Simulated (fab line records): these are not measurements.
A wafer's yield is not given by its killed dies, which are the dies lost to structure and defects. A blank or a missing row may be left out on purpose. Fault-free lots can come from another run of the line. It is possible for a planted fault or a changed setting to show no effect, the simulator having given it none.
Which tool is to blame? / flow nand_harc / 13 lots, 39 wafers sampled, at 5 steps of a route of 1302

WHAT THE GAUGES SHOWED, per wafer
NHARC_A_BLC_OVL_MEAS_11.
lot=L332; measured=day 22 11:23; on=overlay-02; overlay_x_nm (nm)=1.9 1.6 1.7; overlay_y_nm (nm)=0.9 0.7 0.8
lot=L333; measured=day 23 03:03; on=overlay-01; overlay_x_nm (nm)=0.5 -0.1 0.3; overlay_y_nm (nm)=0.1 0.4 0.2
lot=L335; measured=day 24 04:31; on=overlay-02; overlay_x_nm (nm)=-0.2 -0.6 -0.9; overlay_y_nm (nm)=-1.1 -0.7 -1.7
lot=L336; measured=day 24 21:15; on=overlay-01; overlay_x_nm (nm)=2.3 2.1 1.7; overlay_y_nm (nm)=0.0 0.0 0.1
lot=L338; measured=day 25 19:50; on=overlay-01; overlay_x_nm (nm)=0.3 0.2 0.1; overlay_y_nm (nm)=-0.2 0.5 0.3
lot=L347; measured=day 28 22:35; on=overlay-01; overlay_x_nm (nm)=-0.9 0.0 -0.5; overlay_y_nm (nm)=0.0 0.2 -0.4
lot=L346; measured=day 29 00:01; on=overlay-02; overlay_x_nm (nm)=-0.6 -0.3 -0.6; overlay_y_nm (nm)=-0.2 0.0 0.0
lot=L345; measured=day 29 15:43; on=overlay-01; overlay_x_nm (nm)=0.9 0.5 0.8; overlay_y_nm (nm)=-0.5 -0.2 -0.4
lot=L351; measured=day 30 07:14; on=overlay-02; overlay_x_nm (nm)=0.7 0.5 0.4; overlay_y_nm (nm)=1.0 0.1 0.1
lot=L349; measured=day 30 09:13; on=overlay-01; overlay_x_nm (nm)=0.4 0.0 1.3; overlay_y_nm (nm)=0.7 0.3 0.4
lot=L350; measured=day 31 11:52; on=overlay-02; overlay_x_nm (nm)=-1.4 -1.5 -1.5; overlay_y_nm (nm)=0.1 0.0 -0.7
lot=L353; measured=day 31 13:45; on=overlay-02; overlay_x_nm (nm)=0.1 -0.5 -0.1; overlay_y_nm (nm)=0.6 -0.1 0.6
lot=L354; measured=day 32 05:10; on=overlay-02; overlay_x_nm (nm)=-1.2 -1.0 -1.6; overlay_y_nm (nm)=-0.7 -1.1 -1.4

NHARC_A_BLC_INSPECT_28.
lot=L332; measured=day 22 14:26; on=defect_inspect-02; raw_defect_count=621 539 359
lot=L333; measured=day 23 06:12; on=defect_inspect-01; raw_defect_count=543 557 560
lot=L335; measured=day 24 07:34; on=defect_inspect-01; raw_defect_count=600 587 553
lot=L336; measured=day 25 00:17; on=defect_inspect-02; raw_defect_count=698 536 553
lot=L338; measured=day 25 23:03; on=defect_inspect-02; raw_defect_count=463 460 743
lot=L347; measured=day 29 01:41; on=defect_inspect-01; raw_defect_count=666 802 567
lot=L346; measured=day 29 03:04; on=defect_inspect-01; raw_defect_count=553 666 388
lot=L345; measured=day 29 18:46; on=defect_inspect-01; raw_defect_count=600 678 465
lot=L351; measured=day 30 10:18; on=defect_inspect-01; raw_defect_count=593 548 546
lot=L349; measured=day 30 12:36; on=defect_inspect-02; raw_defect_count=443 373 544
lot=L350; measured=day 31 15:10; on=defect_inspect-02; raw_defect_count=551 479 660
lot=L353; measured=day 31 17:14; on=defect_inspect-02; raw_defect_count=631 452 501
lot=L354; measured=day 32 08:12; on=defect_inspect-01; raw_defect_count=543 507 508

NHARC_END_SORT_01.
lot=L347; measured=day 30 17:49; on=prober-02; defect_limited_yield (%)=90.1 90.8 91.3; killed_at_array=61 55 51; killed_at_other=1 0 1; killed_at_periphery=5 7 7; killed_dies=67 62 59; killed_open=7 5 5; killed_short=5 3 5

WHICH TOOL RAN EACH LOT (tool, then ch and the chambers of the sampled wafers, then the start)
lot=L332; NHARC_A_M0_SOFTBAKE_04=litho_track-06 ch 0, day 22 14:00; NHARC_A_M0_ETCH_34=rie_diel-10 ch 2,3, day 22 15:37
lot=L333; NHARC_A_M0_SOFTBAKE_04=litho_track-01 ch 0, day 23 06:00; NHARC_A_M0_ETCH_34=rie_diel-10 ch 0,1,2, day 23 07:18
lot=L335; NHARC_A_M0_SOFTBAKE_04=litho_track-01 ch 0, day 24 08:00; NHARC_A_M0_ETCH_34=rie_diel-10 ch 0,2,3, day 24 08:45
lot=L336; NHARC_A_M0_SOFTBAKE_04=litho_track-01 ch 0, day 25 00:00; NHARC_A_M0_ETCH_34=rie_diel-10 ch 0,3, day 25 01:28
lot=L338; NHARC_A_M0_SOFTBAKE_04=litho_track-01 ch 0, day 25 23:00; NHARC_A_M0_ETCH_34=rie_diel-02 ch 0,1,2, day 26 00:07
lot=L347; NHARC_A_M0_SOFTBAKE_04=litho_track-06 ch 0, day 29 02:00; NHARC_A_M0_ETCH_34=rie_diel-10 ch 1,2, day 29 02:52
lot=L346; NHARC_A_M0_SOFTBAKE_04=litho_track-01 ch 0, day 29 03:00; NHARC_A_M0_ETCH_34=rie_diel-10 ch 0,2, day 29 04:06
lot=L345; NHARC_A_M0_SOFTBAKE_04=litho_track-01 ch 0, day 29 19:00; NHARC_A_M0_ETCH_34=rie_diel-10 ch 0,1, day 29 19:56
lot=L351; NHARC_A_M0_SOFTBAKE_04=litho_track-01 ch 0, day 30 10:00; NHARC_A_M0_ETCH_34=rie_diel-10 ch 0,1, day 30 11:36
lot=L349; NHARC_A_M0_SOFTBAKE_04=litho_track-04 ch 0, day 30 13:00; NHARC_A_M0_ETCH_34=rie_diel-13 ch 0,1, day 30 13:40
lot=L350; NHARC_A_M0_SOFTBAKE_04=litho_track-01 ch 0, day 31 15:00; NHARC_A_M0_ETCH_34=rie_diel-13 ch 0,1,2, day 31 16:20
lot=L353; NHARC_A_M0_SOFTBAKE_04=litho_track-04 ch 0, day 31 17:00; NHARC_A_M0_ETCH_34=rie_diel-10 ch 0,1,2, day 31 18:26
lot=L354; NHARC_A_M0_SOFTBAKE_04=litho_track-04 ch 0, day 32 08:00; NHARC_A_M0_ETCH_34=rie_diel-13 ch 0,2,3, day 32 09:22
- NHARC_A_M0_SOFTBAKE_04: time 55 s.
- NHARC_A_M0_ETCH_34: etches the open film in N2/H2, target depth 40 nm, overetch 12 nm, time 43.94 s.

WHAT THE TOOLS THEMSELVES READ (means of the sampled wafers that have a number; where no wafer has one, the mark that the record gives instead)
NHARC_A_M0_SOFTBAKE_04.
lot=L332; tool=litho_track-06; heater_power_total_W (W)=188.37
lot=L333; tool=litho_track-01; heater_power_total_W (W)=188.38
lot=L335; tool=litho_track-01; heater_power_total_W (W)=188.50
lot=L336; tool=litho_track-01; heater_power_total_W (W)=233.30
lot=L338; tool=litho_track-01; heater_power_total_W (W)=233.56
lot=L347; tool=litho_track-06; heater_power_total_W (W)=188.48
lot=L346; tool=litho_track-01; heater_power_total_W (W)=188.47
lot=L345; tool=litho_track-01; heater_power_total_W (W)=188.66
lot=L351; tool=litho_track-01; heater_power_total_W (W)=188.40
lot=L349; tool=litho_track-04; heater_power_total_W (W)=188.46
lot=L350; tool=litho_track-01; heater_power_total_W (W)=188.42
lot=L353; tool=litho_track-04; heater_power_total_W (W)=188.38
lot=L354; tool=litho_track-04; heater_power_total_W (W)=188.48

NHARC_A_M0_ETCH_34.
lot=L332; tool=rie_diel-10; drypump_motor_current_A (A)=6.0; oes_product_au (a.u.)=1.012; rf_vpp_V (V)=427.5; showerhead_plenum_p_Torr (Torr)=1.97; throttle_valve_pct (%)=14.180
lot=L333; tool=rie_diel-10; drypump_motor_current_A (A)=5.8; oes_product_au (a.u.)=1.013; rf_vpp_V (V)=430.2; showerhead_plenum_p_Torr (Torr)=2.05; throttle_valve_pct (%)=14.161
lot=L335; tool=rie_diel-10; drypump_motor_current_A (A)=5.7; oes_product_au (a.u.)=1.009; rf_vpp_V (V)=429.9; showerhead_plenum_p_Torr (Torr)=2.05; throttle_valve_pct (%)=14.174
lot=L336; tool=rie_diel-10; drypump_motor_current_A (A)=5.5; oes_product_au (a.u.)=1.010; rf_vpp_V (V)=432.9; showerhead_plenum_p_Torr (Torr)=2.13; throttle_valve_pct (%)=14.168
lot=L338; tool=rie_diel-02; drypump_motor_current_A (A)=5.9; oes_product_au (a.u.)=0.991; rf_vpp_V (V)=430.5; showerhead_plenum_p_Torr (Torr)=2.03; throttle_valve_pct (%)=14.177
lot=L347; tool=rie_diel-10; drypump_motor_current_A (A)=6.0; oes_product_au (a.u.)=0.996; rf_vpp_V (V)=428.2; showerhead_plenum_p_Torr (Torr)=1.96; throttle_valve_pct (%)=14.166
lot=L346; tool=rie_diel-10; drypump_motor_current_A (A)=5.8; oes_product_au (a.u.)=1.001; rf_vpp_V (V)=429.0; showerhead_plenum_p_Torr (Torr)=1.99; throttle_valve_pct (%)=14.177
lot=L345; tool=rie_diel-10; drypump_motor_current_A (A)=5.6; oes_product_au (a.u.)=1.003; rf_vpp_V (V)=432.8; showerhead_plenum_p_Torr (Torr)=2.13; throttle_valve_pct (%)=14.171
lot=L351; tool=rie_diel-10; drypump_motor_current_A (A)=5.6; oes_product_au (a.u.)=1.002; rf_vpp_V (V)=434.1; showerhead_plenum_p_Torr (Torr)=2.13; throttle_valve_pct (%)=14.169
lot=L349; tool=rie_diel-13; drypump_motor_current_A (A)=5.7; oes_product_au (a.u.)=0.994; rf_vpp_V (V)=431.9; showerhead_plenum_p_Torr (Torr)=2.07; throttle_valve_pct (%)=14.173
lot=L350; tool=rie_diel-13; drypump_motor_current_A (A)=5.7; oes_product_au (a.u.)=0.994; rf_vpp_V (V)=432.3; showerhead_plenum_p_Torr (Torr)=2.07; throttle_valve_pct (%)=14.161
lot=L353; tool=rie_diel-10; drypump_motor_current_A (A)=5.8; oes_product_au (a.u.)=0.998; rf_vpp_V (V)=430.0; showerhead_plenum_p_Torr (Torr)=2.05; throttle_valve_pct (%)=14.171
lot=L354; tool=rie_diel-13; drypump_motor_current_A (A)=5.6; oes_product_au (a.u.)=0.991; rf_vpp_V (V)=430.9; showerhead_plenum_p_Torr (Torr)=2.07; throttle_valve_pct (%)=14.170

THE ANSWER, worked out from the rows above alone
Rule: the lots themselves supply what counts as usual. Put in order of their means at a reading, lots are off if they are a third of the lots or fewer, leave a main group of 4 or more, and stand apart from it by a gap of 3 or more times the standard deviation of the main group's means; of several such gaps the widest counts. The tables above print the reading to a certain number of digits; a main group whose means all agree to those digits is not used. A lot without any number at a reading at which 4 lots or more have one is off too. All remaining lots with rows at the step are treated as sound. Order of review: gauges by route order, followed by the tools' own readings, for which a lot's mean as printed above is used. At the first step where some lot is off, the reading lying furthest off is the one used; lots without a number count as furthest.
Off at NHARC_A_M0_SOFTBAKE_04 (heater_power_total_W): L336, L338. Main group: mean 188.45 W, sd 0.079.
If a tool, at that step or one of the process steps before it, ran each lot that is off and ran no sound lot following the first of them, it fits. Not one of the candidates tried fits.

WHAT THE SIMULATOR HAD INSERTED
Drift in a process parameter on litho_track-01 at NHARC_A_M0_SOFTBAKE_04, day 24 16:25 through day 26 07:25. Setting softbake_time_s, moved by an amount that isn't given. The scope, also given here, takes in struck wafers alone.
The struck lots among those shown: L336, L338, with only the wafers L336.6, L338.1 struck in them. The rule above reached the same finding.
